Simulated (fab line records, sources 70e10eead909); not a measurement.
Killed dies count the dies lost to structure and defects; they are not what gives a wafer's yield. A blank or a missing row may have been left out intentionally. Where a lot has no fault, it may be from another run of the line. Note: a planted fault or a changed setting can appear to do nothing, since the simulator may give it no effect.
fab line records -- flow nand-harc
record: lots: 11, wafers: 33, last-day: 33
route steps=1302 shown A_SGD_CUT@915 A_SLIT@930 END@1302
lots that met no fault: from a run of the same line without faults
start-h: hours from the record's opening day to when the first of the lot's shown wafers began -- wait-h: hours elapsed since this lot's preceding step -- " repeats the value in the row above -- L1.1+2: a row that stands for several wafers -- - no value present, or no start provided -- * or withheld: withheld -- < > ~ a bound
route shown NAME@n: NAME is a module with steps in the file, n the number in the route of the first one -- usual: mean/standard deviation of fault-free wafers -- same: alike in all rows -- chamber/n: place in a boat -- sites: per-site readings -- _std_site: standard deviation across them -- _edge_site: inner sites' mean taken away from outer sites' mean -- radius-mm: for every site, how far away it sits from the centre of the wafer -- mask NAME#n: copy n -- behind: tool/chamber where the wafer was last shaped -- hold: reason for holding the lot/hours on hold/outcome of the hold -- device: which transistor (n, p or np) failed to switch -- end of line: at the end of the route, the tests of the same wafers -- a step given without rows: its recipe and nothing more -- killed: at the first sort, the dies lost to defects and structure; wafer yield is something else -- map: a wafer's dies, x killed, . not, _ none there
set.NAME: setting as actually run; set.NAME@STEP: the setting as run at that earlier step -- model.NAME: the simulator's own value behind a step, which no gauge read
one table for each step of the route and one row for each wafer, over a sample of lots
services: when a tool's chamber went out of use (start-h, in hours from the record's first day, below 0 if earlier), for how many hours, and the reason
== steps ==
step: NHARC_A_SGD_CUT_CMP_21
recipe: target-thk-nm: 148.19
usual: motor-current-A: 11.8/1.6, retaining-ring-pressure-frac: 0.999/0.0048, time-to-endpoint-s: 51/3.9
lot.wafer,tool,chamber,start-h,wait-h,motor-current-A,retaining-ring-pressure-frac,time-to-endpoint-s
L966.2,cmp-02,0,447.83,0.4,10.6,1.000,51
L966.3,cmp-02,2,447.83,0.4,10.7,0.993,57
L966.6,cmp-02,1,447.83,0.4,11.9,0.999,55
L969.4,cmp-02,2,471.70,0.4,10.5,1.011,56
L969.3,cmp-02,3,471.70,0.4,11.1,0.993,49
L969.1,cmp-02,1,471.70,0.4,12.5,0.998,54
L970.2,cmp-01,1,477.83,0.4,13.2,0.996,44
L970.3,cmp-01,2,477.83,0.4,10.3,0.994,48
L970.6,cmp-01,2,477.83,0.4,11.0,1.005,49
L971.3,cmp-01,2,491.00,0.4,10.8,1.003,49
L971.2,cmp-01,3,491.00,0.4,11.3,1.006,50
L971.6,cmp-01,2,491.00,0.4,10.8,0.999,50
L972.4,cmp-01,0,502.61,0.4,10.0,0.999,50
L972.6,cmp-01,0,502.61,0.4,10.3,0.998,45
L972.5,cmp-01,1,502.61,0.4,13.1,1.000,48
L974.4,cmp-03,1,525.84,0.4,14.8,0.999,53
L974.1,cmp-03,3,525.84,0.4,10.9,1.001,51
L974.6,cmp-03,0,525.84,0.4,12.6,1.004,52
L975.4,cmp-03,1,550.18,0.4,16.6,0.995,52
L975.1,cmp-03,2,550.18,0.4,11.5,1.000,50
L975.6,cmp-03,0,550.18,0.4,13.6,1.000,51
L978.3,cmp-02,1,583.30,0.4,12.6,1.001,59
L978.2,cmp-02,2,583.30,0.4,10.5,1.002,65
L978.5,cmp-02,2,583.30,0.4,11.0,0.998,63
L982.1,cmp-03,3,606.60,0.4,11.2,0.996,47
L982.3,cmp-03,0,606.60,0.4,13.7,0.994,46
L982.6,cmp-03,0,606.60,0.4,13.8,1.004,45
L986.4,cmp-01,2,644.83,0.4,10.6,0.987,57
L986.6,cmp-01,1,644.83,0.4,13.0,1.004,54
L986.5,cmp-01,2,644.83,0.4,10.6,1.002,56
L989.4,cmp-02,2,673.96,0.4,10.6,1.005,53
L989.3,cmp-02,3,673.96,0.4,11.7,0.995,48
L989.5,cmp-02,2,673.96,0.4,11.2,0.998,51
step: NHARC_A_SLIT_EXPOSE_06
recipe: na: 1.35, dose-mj: 60.82, mask-id: SLIT
usual: exposure-dose-mJ-cm2: 60.77/0.064, reticle-temp-C: 22.98/0.11
lot.wafer,tool,chamber,start-h,wait-h,mask,exposure-dose-mJ-cm2,reticle-temp-C
L966.2,arfi-scanner-02,0,453.16,-,SLIT#0,60.82,23.03
L966.3,arfi-scanner-02,0,453.16,-,SLIT#0,60.73,22.99
L966.6,arfi-scanner-02,0,453.16,-,SLIT#0,60.86,22.89
L969.1,arfi-scanner-02,0,477.10,-,SLIT#0,60.70,23.12
L969.3,arfi-scanner-02,0,477.10,-,SLIT#0,60.73,23.31
L969.4,arfi-scanner-02,0,477.10,-,SLIT#0,60.71,23.15
L970.2,arfi-scanner-01,0,483.33,-,SLIT#0,60.77,22.94
L970.3,arfi-scanner-01,0,483.33,-,SLIT#0,60.87,23.08
L970.6,arfi-scanner-01,0,483.33,-,SLIT#0,60.63,22.95
L971.2,arfi-scanner-02,0,496.67,-,SLIT#0,60.79,23.05
L971.3,arfi-scanner-02,0,496.67,-,SLIT#0,60.81,22.98
L971.6,arfi-scanner-02,0,496.67,-,SLIT#0,60.75,22.92
L972.4,arfi-scanner-03,0,509.35,-,SLIT#0,60.80,23.10
L972.5,arfi-scanner-03,0,509.35,-,SLIT#0,60.76,23.21
L972.6,arfi-scanner-03,0,509.35,-,SLIT#0,60.73,23.02
L974.1,arfi-scanner-03,0,531.11,-,SLIT#0,60.82,23.09
L974.4,arfi-scanner-03,0,531.11,-,SLIT#0,60.75,22.82
L974.6,arfi-scanner-03,0,531.11,-,SLIT#0,60.86,22.92
L975.1,arfi-scanner-03,0,557.30,-,SLIT#0,60.71,22.91
L975.4,arfi-scanner-03,0,557.30,-,SLIT#0,60.70,22.89
L975.6,arfi-scanner-03,0,557.30,-,SLIT#0,60.77,22.92
L978.2,arfi-scanner-02,0,588.74,-,SLIT#0,60.74,23.26
L978.3,arfi-scanner-02,0,588.74,-,SLIT#0,60.67,22.97
L978.5,arfi-scanner-02,0,588.74,-,SLIT#0,60.73,22.96
L982.1,arfi-scanner-02,0,612.08,-,SLIT#0,60.82,22.86
L982.3,arfi-scanner-02,0,612.08,-,SLIT#0,60.69,22.97
L982.6,arfi-scanner-02,0,612.08,-,SLIT#0,60.59,23.01
L986.4,arfi-scanner-02,0,652.22,-,SLIT#0,61.90,23.08
L986.5,arfi-scanner-02,0,652.22,-,SLIT#0,61.90,22.89
L986.6,arfi-scanner-02,0,652.22,-,SLIT#0,61.91,22.91
L989.3,arfi-scanner-02,0,683.07,-,SLIT#0,61.78,22.91
L989.4,arfi-scanner-02,0,683.07,-,SLIT#0,61.73,22.90
L989.5,arfi-scanner-02,0,683.07,-,SLIT#0,61.64,22.88
step: NHARC_A_SLIT_DESCUM_14
recipe: time-s: 3, o2-flow-sccm: 200, ar-flow-sccm: 0, bias-power-w: 0, chemistry: O2
usual: drypump-motor-current-A: 5.7/0.45, mfc-ar-sccm: 0.002/0.006, o2-flow-sccm: 199.9/0.65, oes-product-au: 0.998/0.01, rf-vpp-V: 58.1/0.89, showerhead-plenum-p-Torr: 1.97/0.079, throttle-valve-pct: 11.310/0.009
lot.wafer,tool,chamber,start-h,wait-h,drypump-motor-current-A,mfc-ar-sccm,o2-flow-sccm,oes-product-au,rf-hours-counter-h,rf-vpp-V,showerhead-plenum-p-Torr,throttle-valve-pct
L966.2,rie-diel-10,3,453.49,0.1,5.6,0,200.3,1.006,0,58.0,1.94,11.319
L966.3,rie-diel-10,0,453.49,0.1,5.5,0,199.2,0.982,0,58.7,2.05,11.308
L966.6,rie-diel-10,0,453.49,0.1,5.5,0,198.6,0.993,-,58.4,2.05,11.313
L969.4,rie-diel-09,2,477.43,0.1,5.1,0,199.9,0.999,8,58.8,1.91,11.315
L969.1,rie-diel-09,3,477.43,0.1,6.2,0,200.2,0.993,8,58.6,1.99,11.315
L969.3,rie-diel-09,1,477.43,0.1,5.4,0,200.0,0.997,7,57.3,2.03,11.297
L970.2,rie-diel-09,0,483.66,0.1,5.7,0.003,200.2,0.993,9,57.0,2.06,11.324
L970.3,rie-diel-09,2,483.66,0.1,5.1,0,200.5,0.987,9,57.6,1.91,11.318
L970.6,rie-diel-09,0,483.66,0.1,5.7,0.003,201.3,1.007,-,58.5,2.06,11.302
L971.2,rie-diel-09,1,497.01,0.1,5.4,0,199.9,0.989,9,59.2,2.03,11.325
L971.3,rie-diel-09,2,497.01,0.1,5.1,0,199.6,0.992,10,57.3,1.91,11.310
L971.6,rie-diel-09,0,497.01,0.1,5.7,0.003,199.8,1.002,-,57.2,2.06,11.307
L972.4,rie-diel-10,0,509.69,0.1,5.5,0,201.1,1.009,5,58.0,2.05,11.309
L972.5,rie-diel-10,1,509.69,0.1,6.7,0.003,200.0,1.009,-,58.1,2.01,11.299
L972.6,rie-diel-10,2,509.69,0.1,5.6,0,201.6,1.005,-,59.7,2.03,11.304
L974.4,rie-diel-10,2,531.44,0.1,5.6,0,199.5,1.008,8,57.5,2.03,11.318
L974.1,rie-diel-10,1,531.44,0.1,6.7,0.003,200.3,1.000,6,59.2,2.00,11.303
L974.6,rie-diel-10,3,531.44,0.1,5.6,0,200.3,1.002,-,58.5,1.94,11.296
L975.4,rie-diel-05,3,557.62,0.1,6.3,0,199.0,1.003,7,58.9,1.87,11.308
L975.1,rie-diel-05,0,557.62,0.1,5.3,0,200.6,1.016,6,56.7,1.80,11.308
L975.6,rie-diel-05,0,557.62,0.1,5.2,0,200.8,1.014,-,57.0,1.79,11.310
L978.2,rie-diel-10,3,589.07,0.1,5.6,0,200.9,0.993,11,59.1,1.94,11.300
L978.3,rie-diel-10,0,589.07,0.1,5.5,0,200.2,0.999,9,58.2,2.05,11.315
L978.5,rie-diel-10,0,589.07,0.1,5.5,0,199.9,1.002,-,59.7,2.05,11.293
L982.1,rie-diel-09,2,612.40,0.1,5.1,0,200.7,0.991,6,57.8,1.91,11.307
L982.3,rie-diel-09,1,612.40,0.1,5.4,0,200.5,0.991,4,58.6,2.03,11.307
L982.6,rie-diel-09,0,612.40,0.1,5.7,0.003,199.2,0.995,-,58.0,2.06,11.316
L986.4,rie-diel-05,2,652.55,0.1,5.7,0,199.5,1.010,5,57.5,1.97,11.318
L986.5,rie-diel-05,0,652.55,0.1,5.3,0,199.1,0.972,-,56.5,1.79,11.302
L986.6,rie-diel-05,1,652.55,0.1,6.3,0.023,199.6,0.995,-,57.6,1.92,11.314
L989.4,rie-diel-09,0,683.40,0.1,5.7,0.003,198.3,1.004,0,59.2,2.06,11.322
L989.3,rie-diel-09,1,683.40,0.1,5.4,0,199.2,0.974,0,57.2,2.03,11.310
L989.5,rie-diel-09,2,683.40,0.1,5.1,0,200.3,0.999,-,58.8,1.91,11.316
step: NHARC_A_SLIT_ETCH_15
recipe: target-depth-a: 62000, over-etch-frac: 0.3, time-s: 1612, ion-energy-ev: 150, o2-flow-sccm: 400, cos-flow-sccm: 20, ar-flow-sccm: 0, rf-w: 500, bias-w: 300, chemistry: O2/COS
usual: cos-flow-sccm: 20.00/0.055, drypump-motor-current-A: 5.7/0.44, mfc-ar-sccm: 0.003/0.0065, o2-flow-sccm: 400.0/1.2, oes-product-au: 0.998/0.011, rf-fwd-power-W: 500.0/1.6, rf-vpp-V: 315.4/1.9, showerhead-plenum-p-Torr: 3.21/0.11, throttle-valve-pct: 28.329/0.0094
same: over-etch-frac: 0.3
lot.wafer,tool,chamber,start-h,wait-h,cos-flow-sccm,drypump-motor-current-A,mfc-ar-sccm,o2-flow-sccm,oes-product-au,rf-fwd-power-W,rf-hours-counter-h,rf-vpp-V,showerhead-plenum-p-Torr,throttle-valve-pct
L966.2,rie-diel-10,2,-,-,20.03,5.6,0,400.3,1.009,502.2,0.6,317.3,3.31,28.338
L966.3,rie-diel-10,0,-,-,19.93,5.6,0,400.1,0.998,500.9,0.5,316.7,3.34,28.309
L966.6,rie-diel-10,3,-,-,20.00,5.6,0,401.3,1.005,500.5,-,313.5,3.16,28.333
L969.3,rie-diel-09,2,-,-,20.00,5.1,0,397.4,1.005,502.0,8.3,315.0,3.12,28.342
L969.4,rie-diel-09,3,-,-,20.08,6.2,0,400.1,0.996,498.7,8.2,315.5,3.23,28.321
L969.1,rie-diel-09,1,-,-,20.06,5.4,0,400.0,0.996,503.1,7.6,315.9,3.30,28.328
L970.3,rie-diel-09,0,-,-,19.98,5.7,0.003,400.2,1.003,501.6,9.1,316.7,3.35,28.322
L970.2,rie-diel-09,1,-,-,19.96,5.4,0,400.7,0.997,499.9,8.2,315.8,3.30,28.316
L970.6,rie-diel-09,0,-,-,19.94,5.7,0.003,398.7,1.001,500.7,-,316.8,3.35,28.334
L971.3,rie-diel-10,3,497.19,-,19.91,5.6,0,399.3,1.008,498.9,5.3,315.4,3.16,28.323
L971.2,rie-diel-10,0,497.19,-,19.91,5.6,0,398.9,1.003,501.3,4.5,317.7,3.34,28.324
L971.6,rie-diel-10,0,497.19,-,19.95,5.6,0,400.8,0.993,500.4,-,316.0,3.34,28.323
L972.4,rie-diel-10,2,-,-,20.11,5.6,0,400.0,1.003,500.0,6.4,317.6,3.31,28.333
L972.6,rie-diel-10,3,-,-,20.02,5.6,0,400.2,1.008,498.9,-,313.8,3.16,28.326
L972.5,rie-diel-10,0,-,-,20.00,5.6,0,400.8,1.002,499.5,-,316.1,3.34,28.343
L974.1,rie-diel-10,2,-,-,19.94,5.6,0,403.1,0.993,498.4,8.1,316.6,3.31,28.324
L974.4,rie-diel-10,3,-,-,19.94,5.6,0,399.2,0.995,502.5,8.5,315.6,3.16,28.312
L974.6,rie-diel-10,2,-,-,19.91,5.6,0,400.6,0.991,498.9,-,316.3,3.31,28.320
L975.1,rie-diel-05,2,-,-,19.97,5.7,0,398.4,0.991,498.2,8.8,315.8,3.22,28.326
L975.4,rie-diel-05,1,-,-,19.98,6.3,0.023,400.0,0.988,499.3,7.8,315.0,3.14,28.335
L975.6,rie-diel-05,3,-,-,20.03,6.3,0,402.4,0.998,499.6,-,312.7,3.06,28.326
L978.3,rie-diel-10,0,-,-,19.86,5.6,0,399.8,0.992,498.5,9.4,315.6,3.34,28.324
L978.2,rie-diel-10,1,-,-,20.06,6.7,0.003,400.2,0.978,501.7,7.9,315.9,3.26,28.330
L978.5,rie-diel-10,1,-,-,20.02,6.7,0.003,401.1,0.978,499.1,-,316.8,3.26,28.333
L982.3,rie-diel-09,0,-,-,20.01,5.7,0.003,397.3,0.999,499.2,5.1,318.5,3.34,28.320
L982.1,rie-diel-09,1,-,-,19.92,5.4,0,401.3,0.989,498.6,4.6,317.1,3.30,28.324
L982.6,rie-diel-09,2,-,-,20.06,5.2,0,401.1,0.989,498.5,-,314.2,3.12,28.323
L986.4,rie-diel-05,2,-,-,19.91,5.7,0,401.4,1.016,501.2,5.2,316.0,3.21,28.330
L986.5,rie-diel-05,0,-,-,19.96,5.3,0,397.6,0.985,500.3,-,310.7,2.94,28.331
L986.6,rie-diel-05,1,-,-,20.04,6.3,0.023,399.0,0.991,500.5,-,312.6,3.14,28.330
L989.4,rie-diel-09,1,-,-,20.00,5.4,0,398.3,0.994,502.4,0.2,317.6,3.29,28.345
L989.3,rie-diel-09,0,-,-,20.10,5.7,0.003,399.1,0.997,499.4,0.3,317.7,3.34,28.325
L989.5,rie-diel-09,2,-,-,20.03,5.2,0,398.8,1.002,500.7,-,314.5,3.12,28.328
step: NHARC_END_SORT_01
recipe: temp-c: 25
usual: killed-at-array: 59/21, killed-at-other: 0.8/1.1, killed-at-periphery: 4.1/2.8, killed-dies: 64/20, killed-open: 3.1/1.7, killed-short: 2.4/1.6
same: gross-dies: 677
lot.wafer,tool,chamber,start-h,wait-h,killed-at-array,killed-at-other,killed-at-periphery,killed-dies,killed-open,killed-short
L971.2,prober-02,0,610.03,2.8,84,2,0,86,5,2
L971.3,prober-02,0,610.83,3.1,76,1,1,78,1,2
L971.6,prober-02,0,613.21,4.0,82,1,2,85,3,1
L972.4,prober-02,0,630.03,3.4,61,1,3,65,1,3
L972.5,prober-02,0,630.83,3.7,96,1,3,100,3,0
L972.6,prober-02,0,631.63,4.0,96,4,2,102,1,1
L978.2,prober-02,0,704.79,2.8,69,0,5,74,1,2
L978.3,prober-02,0,705.59,3.1,69,0,3,72,2,1
L978.5,prober-02,0,707.17,3.7,77,0,5,82,2,1
killed by level:class
L971.2 A_CHANNEL_HOLE_D1:chamber-film-flake=33 A_SLIT:chamber-film-flake=28 A_CHANNEL_HOLE_D2:chamber-film-flake=6 A_CONTACT:chamber-film-flake=3 A_BLC:chamber-film-flake=3 A_DECK1_JOINT:chamber-film-flake=2 A_CHANNEL_FILL_D1:geometric-particle:open=1 A_DECK1_JOINT:geometric-particle:short=1
L971.3 A_CHANNEL_HOLE_D1:chamber-film-flake=28 A_SLIT:chamber-film-flake=20 A_CHANNEL_HOLE_D2:chamber-film-flake=11 A_CONTACT:chamber-film-flake=4 A_BLC:chamber-film-flake=3 A_M1:chamber-film-flake=3 A_DECK1_JOINT:chamber-film-flake=2 A_ONON_D2:geometric-particle:open=1
L971.6 A_CHANNEL_HOLE_D1:chamber-film-flake=37 A_SLIT:chamber-film-flake=20 A_CHANNEL_HOLE_D2:chamber-film-flake=7 A_CONTACT:chamber-film-flake=5 A_M1:chamber-film-flake=3 A_BLC:chamber-film-flake=3 A_WL_FILL:chamber-film-flake=2 P_M1:geometric-particle:open=1
L972.4 A_SLIT:chamber-film-flake=23 A_CHANNEL_HOLE_D1:chamber-film-flake=18 A_CHANNEL_HOLE_D2:chamber-film-flake=14 P_GATE:chamber-film-flake=2 A_ONON_D2:geometric-particle:short=1 A_CHANNEL_HOLE_D2:geometric-particle:open=1 A_WL_FILL:geometric-particle:short=1 P_ZERO_WELL:chamber-film-flake=1
L972.5 A_CHANNEL_HOLE_D1:chamber-film-flake=34 A_CHANNEL_HOLE_D2:chamber-film-flake=29 A_SLIT:chamber-film-flake=26 A_STAIRCASE:chamber-film-flake=3 P_GATE:chamber-film-flake=2 P_GATE:geometric-particle:open=1 A_M0:geometric-particle:open=1 A_M1:geometric-particle:open=1
L972.6 A_CHANNEL_HOLE_D1:chamber-film-flake=34 A_SLIT:chamber-film-flake=29 A_CHANNEL_HOLE_D2:chamber-film-flake=28 THIN_TSV:chamber-film-flake=4 A_CHANNEL_FILL_D1:chamber-film-flake=3 P_CONTACT:geometric-particle:open=1 A_CHANNEL_FILL_D1:geometric-particle:short=1 P_ZERO_WELL:chamber-film-flake=1
L978.2 A_SLIT:chamber-film-flake=35 A_CHANNEL_HOLE_D1:chamber-film-flake=24 P_M2:chamber-film-flake=4 A_CONTACT:chamber-film-flake=4 A_STAIRCASE:chamber-film-flake=2 P_M0:geometric-particle:open=1 A_DECK1_JOINT:geometric-particle:short=1 A_ONON_D2:geometric-particle:short=1
L978.3 A_SLIT:chamber-film-flake=34 A_CHANNEL_HOLE_D1:chamber-film-flake=26 A_CONTACT:chamber-film-flake=3 P_M2:chamber-film-flake=2 A_SGD_CUT:geometric-particle:short=1 A_BLC:geometric-particle:open=1 A_M0:geometric-particle:open=1 P_ZERO_WELL:chamber-film-flake=1
L978.5 A_SLIT:chamber-film-flake=40 A_CHANNEL_HOLE_D1:chamber-film-flake=27 P_M2:chamber-film-flake=4 A_CONTACT:chamber-film-flake=4 A_ONON_D1:geometric-particle:short=1 A_CHANNEL_FILL_D1:geometric-particle:open=1 A_DECK1_JOINT:geometric-particle:open=1 P_GATE:chamber-film-flake=1
== services ==
tool,chamber,start-h,hours,kind
cmp-02,-,428.58,4.0,pm
rie-diel-05,2,430.25,1.6,repair
rie-diel-09,2,432.64,15.0,repair
cmp-01,-,438.92,2.1,repair
rie-diel-05,0,440.43,9.0,repair
rie-diel-10,1,451.41,7.7,repair
cmp-02,-,454.60,1.4,repair
cmp-01,-,455.57,0.7,repair
arfi-scanner-02,-,455.97,0.6,repair
rie-diel-10,0,468.48,2.1,repair
arfi-scanner-02,-,484.00,4.0,pm
rie-diel-09,2,533.51,3.5,repair
rie-diel-10,2,544.52,11.4,repair
arfi-scanner-02,-,546.19,18.6,repair
arfi-scanner-02,-,578.93,2.6,repair
rie-diel-10,-,596.50,9.0,pm
rie-diel-10,3,608.84,35.3,repair
rie-diel-10,0,611.75,6.1,repair
rie-diel-09,2,639.37,20.3,repair
rie-diel-10,1,640.74,10.6,repair
arfi-scanner-02,-,645.15,0.9,repair
arfi-scanner-02,-,656.00,4.0,pm
arfi-scanner-02,-,660.05,1.0,repair
rie-diel-09,-,674.11,9.0,pm
== key ==
first-sign: step: NHARC_A_SLIT_EXPOSE_06, reading: exposure-dose-mJ-cm2, direction: up, sigmas: 16, usual: 60.77, struck: 61.81
effect none on later readings
met-at NHARC_A_SLIT_EXPOSE_06
struck-lots L986,L989
tester-left-out L986,L989
loop-trim: step: NHARC_A_SLIT_EXPOSE_06, setting: dose, lots: L989
not-acting-at NHARC_A_SGD_CUT_CMP_21,NHARC_A_SLIT_DESCUM_14,NHARC_A_SLIT_ETCH_15
onset-between 612.08 652.22
fault: kind: process-parameter-drift, tool: arfi-scanner-02, chamber: -, onset-h: 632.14, steps: NHARC_A_SLIT_EXPOSE_06, channel: dose-mj, offset: 1.2405, shape: step, acts-in: these-recipes-only, stated: 60.82
tester-left-out: of these lots the tester's yield and bins aren't shown, on N5 and GAA mostly nor the transistor test; their killed dies are dies lost to structure and defects alone, not to doping, threshold or leakage, so they don't give the yield
loop-trim: a control loop set the setting to another value than it would have without faults
